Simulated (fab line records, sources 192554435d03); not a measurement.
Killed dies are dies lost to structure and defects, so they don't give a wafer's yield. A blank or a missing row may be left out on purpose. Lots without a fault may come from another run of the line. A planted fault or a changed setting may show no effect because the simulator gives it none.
Problem report in the 8D (eight disciplines) form, filled by code | flow n5_finfet | the parts of the form that need people (team, actions taken, sign-off) are left out

1. THE PROBLEM
run_length_s at N5_BEOL_M2_CVD_47 reads a mean of 166.7 s on 4 wafers of 3 lots; wafers without a fault read 246.8 s with a standard deviation of 0.54. That is -99 or more standard deviations from the usual mean.
The step: deposits Co from CCTBA/H2, target thk 3 nm, time 223.8 s.
First seen on wafer L349.6, day 8 21:22, on cvd_co-01. The record holds 28 wafers of 10 lots with a number at this step. Rule for "out", or "out of limits": more than 4 standard deviations from the usual mean. The other wafers with a number count as sound.

2. WHAT IT IS AND WHAT IT IS NOT
question                    | is                             | is not
which readings at this step | run_length_s                   | -
which lots                  | L349, L351, L354               | L343, L345, L346, L363, L364, L365, L366
which wafers of those lots  | L349.6, L351.5, L351.6, L354.6 | L349.3, L351.4, L354.3
read on which tools         | cvd_co-01                      | cvd_co-02
when                        | from day 8 21:22               | up to then (10 sound wafers); but 14 sound wafers of L351, L354, L363, L364, L365, L366 came after

3. SUSPECTS, AND WHAT RULES EACH OUT
Counting: a tool at a process step up to the reading stays a suspect if it ran every lot that is out. Sound lots after the first of them don't rule it out here, since some wafers of a struck lot are sound.
- cvd_co-01 at N5_BEOL_M2_CVD_47 (deposits Co from CCTBA/H2, target thk 3 nm, time 223.8 s): kept. It ran every lot that is out, first L349 (day 8 21:22); its last sound lot up to then is L346 (day 8 00:27). Its own readings are out on those wafers: run_length_s.
Left after counting: cvd_co-01 at N5_BEOL_M2_CVD_47.

4. THE CAUSE (what the simulator had put in)
Process parameter drift: cvd_co-01, from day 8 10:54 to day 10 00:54, at N5_BEOL_M2_CVD_47. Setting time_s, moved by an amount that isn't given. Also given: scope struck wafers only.
Counting left only this tool.

5. THE CHAIN OF EFFECTS, in route order
Each row: a reading whose mean over the struck wafers that have a number lies more than 3 standard deviations from the usual. Only readings for which the record gives a usual standard deviation are gone through. hours: the time from each lot's start at the first step in this table that gives one to its start at this step, as a median over the lots. sigmas: the change in usual standard deviations.
hours | step              | reading      | usual   | on struck wafers | change | sigmas
0     | N5_BEOL_M2_CVD_47 | run_length_s | 246.8 s | 166.7            | -80.2  | -99 or more
The process steps in it:
- N5_BEOL_M2_CVD_47: deposits Co from CCTBA/H2, target thk 3 nm, time 223.8 s.
Later measuring or inspecting steps at which every struck wafer that the step has a row for has a number for every such reading, and none has moved that far: N5_BEOL_M4_RC_MEAS_101.

6. WHAT WOULD HAVE CAUGHT IT SOONER
In this record the first reading out of limits was taken at day 8 21:22, 10 hours after the fault began at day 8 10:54.
